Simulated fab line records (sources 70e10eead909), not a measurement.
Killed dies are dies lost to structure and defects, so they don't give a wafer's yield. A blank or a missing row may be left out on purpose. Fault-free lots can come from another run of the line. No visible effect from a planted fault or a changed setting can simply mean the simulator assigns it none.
Commonality check across tools :: flow nandHarc :: 2 lots, 6 wafers sampled

WHY IT WAS OPENED
At NHARC_END_SORT_01 the reading killedAtPeriphery is flagged on 2 of 2 lots. Wafers without a fault read 3.6, standard deviation 2.5.
Rule: a lot gets a flag if all its wafers with a number sit over 4 standard deviations from that mean, or if no wafer of it has a number. All remaining lots are regarded as sound.

lot: L578
measured: day 22 21:02
on: prober-02
killedAtPeriphery, wafer by wafer: 44 91 47
flag: FLAGGED

lot: L580
measured: day 23 03:11
on: prober-01
killedAtPeriphery, wafer by wafer: 49 43 91
flag: FLAGGED
On average the flagged lots' numbers are 60.8, which is +57.2 against the usual, or +23 standard deviations.

WHICH TOOL EACH LOT WENT THROUGH
Before the reading, the record contains 4 process steps out of a 1159-step route. Each cell gives the tool, then ch followed by the chambers the sampled wafers passed through, then the start.
lot: L578
flag: FLAGGED
NHARC_P_CONTACT_STRIP_37: rieDiel-13 ch 0,2,3, day 9 04:47
NHARC_A_M1_ETCH_35: rieDiel-04 ch 0,3, day 21 06:49
NHARC_THIN_TSV_ETCHBACK_48: rieDiel-13 ch 0,3, day 22 04:54
NHARC_THIN_TSV_ANNEAL_52: rtpAnneal-02 ch 0, day 22 06:40

lot: L580
flag: FLAGGED
NHARC_P_CONTACT_STRIP_37: rieDiel-13 ch 0,2,3, day 9 13:17
NHARC_A_M1_ETCH_35: rieDiel-12 ch 0,1,3, day 21 15:28
NHARC_THIN_TSV_ETCHBACK_48: rieDiel-13 ch 0,2,3, day 22 14:22
NHARC_THIN_TSV_ANNEAL_52: rtpAnneal-02 ch 0, day 22 16:04
What is done by these steps:
- NHARC_P_CONTACT_STRIP_37: strips in C4F8/O2/Ar.
- NHARC_A_M1_ETCH_35: etches the open film in N2/H2, target depth 40 nm, overetch 12 nm, time 43.94 s.
- NHARC_THIN_TSV_ETCHBACK_48: etches the open film in C4F8/Ar, target depth 1028.5 nm, time 405.17 s.
- NHARC_THIN_TSV_ANNEAL_52: time 90 s.
- NHARC_END_SORT_01

FLAGGED AGAINST TOTAL, ONE TOOL AT A TIME (gauges that did the reading follow at the end)
step: NHARC_P_CONTACT_STRIP_37
tool: rieDiel-13
lots run: 2
flagged: 2
share of the flagged lots: all
sound lots run after its first flagged lot: 0

step: NHARC_A_M1_ETCH_35
tool: rieDiel-04
lots run: 1
flagged: 1
share of the flagged lots: some
sound lots run after its first flagged lot: 0

step: NHARC_A_M1_ETCH_35
tool: rieDiel-12
lots run: 1
flagged: 1
share of the flagged lots: some
sound lots run after its first flagged lot: 0

step: NHARC_THIN_TSV_ETCHBACK_48
tool: rieDiel-13
lots run: 2
flagged: 2
share of the flagged lots: all
sound lots run after its first flagged lot: 0

step: NHARC_THIN_TSV_ANNEAL_52
tool: rtpAnneal-02
lots run: 2
flagged: 2
share of the flagged lots: all
sound lots run after its first flagged lot: 0

step: NHARC_END_SORT_01
tool: prober-01
lots run: 1
flagged: 1
share of the flagged lots: some
sound lots run after its first flagged lot: 0

step: NHARC_END_SORT_01
tool: prober-02
lots run: 1
flagged: 1
share of the flagged lots: some
sound lots run after its first flagged lot: 0

WHAT THE TABLE PERMITS
rieDiel-13 at NHARC_P_CONTACT_STRIP_37, rieDiel-13 at NHARC_THIN_TSV_ETCHBACK_48 and rtpAnneal-02 at NHARC_THIN_TSV_ANNEAL_52: these 3 rows of the table ran every flagged lot.
- rieDiel-13 at NHARC_P_CONTACT_STRIP_37: 2 of its 2 lots flagged. No sound lot ran on it before its first flagged lot in this sample; the start therefore can't be narrowed down.
- rieDiel-13 at NHARC_THIN_TSV_ETCHBACK_48: 2 of its 2 lots flagged. No sound lot ran on it before its first flagged lot in this sample; the start therefore can't be narrowed down.
- rtpAnneal-02 at NHARC_THIN_TSV_ANNEAL_52: 2 of its 2 lots flagged. No sound lot ran on it before its first flagged lot in this sample; the start therefore can't be narrowed down.
A lot count leaves these 2 tools indistinguishable: every one of them fits a fault beginning at some hour. More lots, or a look at what each step does to the wafer, might.

WHAT THE SIMULATOR PUT IN
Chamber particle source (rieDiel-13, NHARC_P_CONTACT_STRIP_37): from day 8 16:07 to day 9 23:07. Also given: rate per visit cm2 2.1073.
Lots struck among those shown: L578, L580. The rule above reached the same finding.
